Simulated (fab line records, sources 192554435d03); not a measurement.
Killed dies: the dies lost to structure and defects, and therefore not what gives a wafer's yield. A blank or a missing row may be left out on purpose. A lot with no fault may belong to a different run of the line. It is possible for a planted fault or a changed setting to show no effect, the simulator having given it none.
A struck lot beside a sound one || flow n5 finfet || 17 steps out of a route of 1938
Sound: the wafers L316.2, L316.3, L316.5. Struck: wafer L303.6; the same lot's L303.5 was not struck, so it is left out; see the end for the cause.
At each step with rows: each side's tool, then ch and its chambers, then its first start. Under that, the readings that differ: sound wafers || struck wafers || difference of the means || sigmas: that difference in standard deviations of wafers without a fault.
alike: a reading whose means differ by less than 2 such deviations, as well as words and numbers matching on both sides. not compared: withheld readings; readings where some wafer has no value; bounds like >300 that might hide an equal value; numbers whose values overlap and for which the record gives no deviation.
Wherever a step has rows on one side only, a row that says differs or no value, or a row with sigmas, the two part there. Numbers that have no deviation but don't overlap get no sigmas and don't part them. Lack of a reading on every wafer of one side parts them only where that side has two or more wafers.

first, 1 step without rows for these wafers: N5_DUMMY_GATE_DESCUM_20 (chemistry O2, time 6.2 s).
N5_DUMMY_GATE_ETCH_29: etches underlayer in N2/H2, target depth 13 nm.
  sound on rie diel-02 ch 2,3, day 8 10:39; struck on rie diel-01 ch 0, day 5 07:54
{"reading": "rf vpp V (V)", "sound": "527.9 524.7 528.6", "struck": 521.4, "difference": -5.7, "sigmas": -2}
  alike: chamber pressure mTorr, drypump motor current A, oes product au, showerhead plenum p Torr, throttle valve pct
  not compared: rf hours counter h
N5_DUMMY_GATE_ETCH_36: etches SiARC in CF4, target depth 13 nm.
  sound on rie diel-02 ch 2,3, day 8 10:41; struck on rie diel-01 ch 0, day 5 07:56
{"reading": "showerhead plenum p Torr (Torr)", "sound": "2.28 2.14 2.28", "struck": 2.10, "difference": -0.13, "sigmas": -2}
  alike: chamber pressure mTorr, drypump motor current A, oes product au, rf vpp V, throttle valve pct
  not compared: rf hours counter h
then, 5 steps without rows for these wafers: N5_DUMMY_GATE_ETCH_37 (etches SOC in N2/H2, target depth 60 nm, overetch 30 nm); N5_DUMMY_GATE_STRIP_38 (strips in N2/H2); N5_DUMMY_GATE_STRIP_39 (strips in N2/H2); N5_DUMMY_GATE_TRIM_49 (chemistry O2, time 29 s, target cd 14 nm); N5_DUMMY_GATE_STRIP_40 (strips in CF4).
N5_DUMMY_GATE_CD_MEAS_50 targets a cd of 14 nm.
  sound on cd sem-03 at day 8 10:58; struck on cd sem-02 at day 5 08:12
  alike: cd nm
then, 1 step without rows for these wafers: N5_DUMMY_GATE_ETCH_31 (etches SiO2 in C4F6/O2, target depth 82.5 nm, time 27.5 s).
N5_DUMMY_GATE_STRIP_41: strips in O2.
  sound on rie diel-02 ch 1,2, day 8 11:04; struck on rie diel-01 ch 0, day 5 08:19
  alike: chamber pressure mTorr, drypump motor current A, oes product au, rf vpp V, showerhead plenum p Torr, throttle valve pct
  not compared: rf hours counter h
N5_DUMMY_GATE_HM_OPEN_21: chemistry CH3F/O2, target SiNx, target depth 120 nm, time 171.4 s.
  sound on rie diel-02 ch 1,2, day 8 11:06; struck on rie diel-01 ch 0, day 5 08:24
{"reading": "showerhead plenum p Torr (Torr)", "sound": "2.15 2.02 2.15", "struck": 1.97, "difference": -0.14, "sigmas": -2}
  alike: chamber pressure mTorr, drypump motor current A, oes_ar_750_au, oes product au, rf vpp V, throttle valve pct
  not compared: rf hours counter h
N5_DUMMY_GATE_ETCH_32: etches SiO2 in CF4, target depth 3.5 nm, time 3.9 s.
  sound on rie si-06 ch 0,3, day 8 11:16; struck on rie si-06 ch 0, day 5 08:30
{"reading": "oes product au (a.u.)", "sound": "1.017 1.001 1.005", "struck": 0.776, "difference": -0.232, "sigmas": -11}
{"reading": "model.SiO2_of_DUMMY_GATE_PECVD_30.thk nm (nm)", "sound": "41 40.2 41.2", "struck": 43.2, "difference": "+2.4", "sigmas": ""}
{"reading": "model.etch.depth nm (nm)", "sound": "3.419 3.45 3.441", "struck": 2.234, "difference": -1.203, "sigmas": ""}
  alike: chamber pressure mTorr, drypump motor current A, throttle valve pct
  not compared: rf hours counter h
N5_DUMMY_GATE_ETCH_23: etches poly-Si in HBr/Cl2/O2, target depth 41 nm, time 22.3 s.
  sound on rie si-06 ch 0,3, day 8 11:18; struck on rie si-06 ch 0, day 5 08:33
  alike: chamber pressure mTorr, drypump motor current A, oes product au, throttle valve pct
  not compared: rf hours counter h
N5_DUMMY_GATE_ETCH_44: etches poly-Si in HBr/O2, stops on SiO2, target depth 127.5 nm.
  sound on rie si-06 ch 0,3, day 8 11:21; struck on rie si-06 ch 0, day 5 08:37
{"reading": "model.SiO2_of_DUMMY_GATE_PECVD_30.thk nm (nm)", "sound": "37.4 36.8 37.8", "struck": 39.6, "difference": "+2.3", "sigmas": ""}
  alike: chamber pressure mTorr, drypump motor current A, oes product au, throttle valve pct
  not compared: rf hours counter h
N5_DUMMY_GATE_CD_MEAS_24 targets a cd of 15 nm.
  sound on cd sem-03 at day 8 11:28; struck on cd sem-03 at day 5 08:42
  alike: cd nm
-- a jump in the record: the struck wafers' starts before and after are 5 days apart (it breaks off in module DUMMY_GATE and resumes in module BEOL_M4, where the first step shown is number 1111 of the route) --
N5_BEOL_M4_RC_MEAS_101:
  sound on prober-02 ch 0, day 13 14:15; struck on prober-01 ch 0, day 10 09:20
{"reading": "SS_P (mV/dec)", "sound": "72.0 72.4 73.6", "struck": 74.3, "difference": "+1.6", "sigmas": "+2"}
  alike: DIBL_N, DIBL_P, IOFF_N, IOFF_P, ION_N, ION_P, SS_N, VT_N, VT_P

WHERE THEY PART
Earliest at N5_DUMMY_GATE_ETCH_29; latest, in this record, at N5_BEOL_M4_RC_MEAS_101.

WHY: what the simulator had put in
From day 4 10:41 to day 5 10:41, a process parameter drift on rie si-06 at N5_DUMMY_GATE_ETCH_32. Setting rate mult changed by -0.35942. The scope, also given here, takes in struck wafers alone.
